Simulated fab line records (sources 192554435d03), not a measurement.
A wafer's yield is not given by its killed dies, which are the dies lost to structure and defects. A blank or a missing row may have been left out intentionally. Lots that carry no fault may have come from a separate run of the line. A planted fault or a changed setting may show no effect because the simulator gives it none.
Matching of chambers / flow n5_finfet / 4 sister chambers for N5_BEOL_M4_ETCH_70 on rie_diel-02
The step etches SOC in N2/H2, target depth 80 nm, overetch 24 nm, time 130 s. 16 wafers are shown with their chamber, then 8 later ones without.

## EACH WAFER AND ITS CHAMBER
wafer=L074.1; chamber=2; showerhead_plenum_p_Torr (Torr)=2.68; drypump_motor_current_A (A)=5.7; rf_vpp_V (V)=526.6
wafer=L074.3; chamber=0; showerhead_plenum_p_Torr (Torr)=2.42; drypump_motor_current_A (A)=5.6; rf_vpp_V (V)=518.7
wafer=L074.5; chamber=3; showerhead_plenum_p_Torr (Torr)=2.44; drypump_motor_current_A (A)=5.6; rf_vpp_V (V)=521.3
wafer=L075.2; chamber=3; showerhead_plenum_p_Torr (Torr)=2.44; drypump_motor_current_A (A)=5.6; rf_vpp_V (V)=520.2
wafer=L075.4; chamber=0; showerhead_plenum_p_Torr (Torr)=2.42; drypump_motor_current_A (A)=5.6; rf_vpp_V (V)=519.5
wafer=L075.5; chamber=0; showerhead_plenum_p_Torr (Torr)=2.42; drypump_motor_current_A (A)=5.6; rf_vpp_V (V)=520.8
wafer=L077.1; chamber=0; showerhead_plenum_p_Torr (Torr)=2.42; drypump_motor_current_A (A)=5.6; rf_vpp_V (V)=522.5
wafer=L077.4; chamber=3; showerhead_plenum_p_Torr (Torr)=2.44; drypump_motor_current_A (A)=5.7; rf_vpp_V (V)=520.6
wafer=L077.6; chamber=1; showerhead_plenum_p_Torr (Torr)=2.64; drypump_motor_current_A (A)=5.8; rf_vpp_V (V)=527.0
wafer=L076.4; chamber=2; showerhead_plenum_p_Torr (Torr)=2.67; drypump_motor_current_A (A)=5.7; rf_vpp_V (V)=527.2
wafer=L076.5; chamber=0; showerhead_plenum_p_Torr (Torr)=2.42; drypump_motor_current_A (A)=5.6; rf_vpp_V (V)=520.8
wafer=L076.6; chamber=1; showerhead_plenum_p_Torr (Torr)=2.63; drypump_motor_current_A (A)=5.8; rf_vpp_V (V)=526.8
wafer=L087.2; chamber=1; showerhead_plenum_p_Torr (Torr)=2.62; drypump_motor_current_A (A)=5.8; rf_vpp_V (V)=525.4
wafer=L087.4; chamber=3; showerhead_plenum_p_Torr (Torr)=2.42; drypump_motor_current_A (A)=5.6; rf_vpp_V (V)=520.0
wafer=L087.6; chamber=2; showerhead_plenum_p_Torr (Torr)=2.66; drypump_motor_current_A (A)=5.7; rf_vpp_V (V)=526.9
wafer=L090.3; chamber=0; showerhead_plenum_p_Torr (Torr)=2.40; drypump_motor_current_A (A)=5.6; rf_vpp_V (V)=518.5

SIGNATURES (means of the wafers above)
reading=showerhead_plenum_p_Torr; chamber 0=2.4167; chamber 1=2.6300; chamber 2=2.6700; chamber 3=2.4350; scatter within a chamber=0.00928
reading=drypump_motor_current_A; chamber 0=5.600; chamber 1=5.800; chamber 2=5.700; chamber 3=5.625; scatter within a chamber=0.025
reading=rf_vpp_V; chamber 0=520.133; chamber 1=526.400; chamber 2=526.900; chamber 3=520.525; scatter within a chamber=1.09
Rule: for each reading, subtract the chamber's mean from the wafer's reading, divide by that reading's scatter and square the result; add these up over the readings and take the root, which gives the wafer's distance from the chamber. If the next closest chamber is less than 2 further off than the closest, the wafer can't be placed; otherwise it belongs to the closest. The scatter is the square root of a quotient: the sum, over the shown wafers, of each reading's squared deviation from its chamber's mean, divided by wafers minus chambers.

## WAFERS MISSING THEIR CHAMBER
wafer=L090.5; showerhead_plenum_p_Torr (Torr)=2.62; drypump_motor_current_A (A)=5.8; rf_vpp_V (V)=525.5
wafer=L090.6; showerhead_plenum_p_Torr (Torr)=2.66; drypump_motor_current_A (A)=5.7; rf_vpp_V (V)=525.8
wafer=L097.3; showerhead_plenum_p_Torr (Torr)=2.62; drypump_motor_current_A (A)=5.8; rf_vpp_V (V)=526.5
wafer=L097.4; showerhead_plenum_p_Torr (Torr)=2.42; drypump_motor_current_A (A)=5.6; rf_vpp_V (V)=520.5
wafer=L097.5; showerhead_plenum_p_Torr (Torr)=2.62; drypump_motor_current_A (A)=5.8; rf_vpp_V (V)=526.9
wafer=L091.1; showerhead_plenum_p_Torr (Torr)=2.41; drypump_motor_current_A (A)=5.6; rf_vpp_V (V)=520.9
wafer=L091.2; showerhead_plenum_p_Torr (Torr)=2.61; drypump_motor_current_A (A)=5.8; rf_vpp_V (V)=525.1
wafer=L091.3; showerhead_plenum_p_Torr (Torr)=2.65; drypump_motor_current_A (A)=5.7; rf_vpp_V (V)=525.7

## WHICH CHAMBER EACH ONE RAN IN
wafer=L090.5; from the rows above=1; in truth=1
wafer=L090.6; from the rows above=2; in truth=2
wafer=L097.3; from the rows above=1; in truth=1
wafer=L097.4; from the rows above=can't be placed: 0 or 3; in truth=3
wafer=L097.5; from the rows above=1; in truth=1
wafer=L091.1; from the rows above=can't be placed: 0 or 3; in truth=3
wafer=L091.2; from the rows above=1; in truth=1
wafer=L091.3; from the rows above=2; in truth=2
Placed correctly: 6 of 8. Not placeable from these rows: 2 (in 2, the candidates include the true chamber). Placed wrongly: 0.
